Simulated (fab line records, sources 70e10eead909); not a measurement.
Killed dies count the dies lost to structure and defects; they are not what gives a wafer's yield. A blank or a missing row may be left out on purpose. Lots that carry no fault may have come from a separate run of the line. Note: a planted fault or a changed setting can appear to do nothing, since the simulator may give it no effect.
Problem report in the 8D (eight disciplines) form, filled by code | flow nand-harc | the parts of the form that need people (team, actions taken, sign-off) are left out

== 1. WHAT WENT WRONG ==
At NHARC_END_SORT_01, killed-at-periphery averages 579.2 over 6 wafers from 2 lots, while fault-free wafers read 3.5, standard deviation 2.3. So: +99 or more standard deviations from the usual mean.
First seen on wafer L543.2, day 28 16:53, on prober-01. The record holds 18 wafers of 6 lots with a number at this step. By rule, "out" or "out of limits" means more than 4 standard deviations away from the usual mean. All remaining wafers that have a number are taken as sound.

== 2. WHAT IT IS AND WHAT IT IS NOT ==
question                    | is                               | is not
which readings at this step | killed-at-periphery, killed-dies | killed-at-array, killed-at-other, killed-open, killed-short
which lots                  | L543, L549                       | L538, L554, L556, L558
which wafers of those lots  | all that have a number           | -
read on which gauges        | prober-01, prober-02             | -
when                        | from day 28 16:53                | up to then (3 sound wafers); but 9 sound wafers of L554, L556, L558 came after

== 3. THE SUSPECTS, EACH WITH WHAT RULES IT OUT ==
Counting: a tool stays on the suspect list if, at a process step up to the reading, it processed all lots that are out and no sound lot following the first of them.
- the gauge at NHARC_END_SORT_01 is ruled out. 2 gauges (prober-01, prober-02) read the wafers that are out.
- krf-scanner-04 at NHARC_P_ZERO_WELL_EXPOSE_34 (exposes mask P PWELL, target cd 720 nm): kept. It ran every lot that is out, first L543 (day 5 07:59), and no sound lot after that.
Left after counting: krf-scanner-04 at NHARC_P_ZERO_WELL_EXPOSE_34.

== 4. THE CAUSE (what the simulator had put in) ==
Scanner matching overlay: krf-scanner-04, from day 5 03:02 on, at NHARC_P_ZERO_WELL_EXPOSE_34. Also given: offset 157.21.
The count eliminated every tool but this one.

== 5. SEQUENCE OF EFFECTS, ordered by route ==
Each row: a reading where the mean over the struck wafers with a number is more than 3 standard deviations away from the usual. Scope: only readings with a usual standard deviation given in the record; hours: median across lots of the time from each lot's start at the first step in this table that gives one to its start at this step; sigmas: change in usual standard deviations.
hours | step              | reading             | usual | on struck wafers | change | sigmas
0     | NHARC_END_SORT_01 | killed-at-periphery | 3.5   | 579.2            | +575.7 | +99 or more
0     | NHARC_END_SORT_01 | killed-dies         | 69    | 632              | +563   | +33

== 6. WHAT WOULD HAVE CAUGHT IT SOONER ==
In this record the first reading out of limits at a measuring or inspecting step was taken at day 28 16:53, 566 hours after the fault began at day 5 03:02.
By day 28 16:53, every lot that is out (2) had started NHARC_P_ZERO_WELL_EXPOSE_34 on krf-scanner-04. Had the tool been put on hold then, not one of them would have been saved.
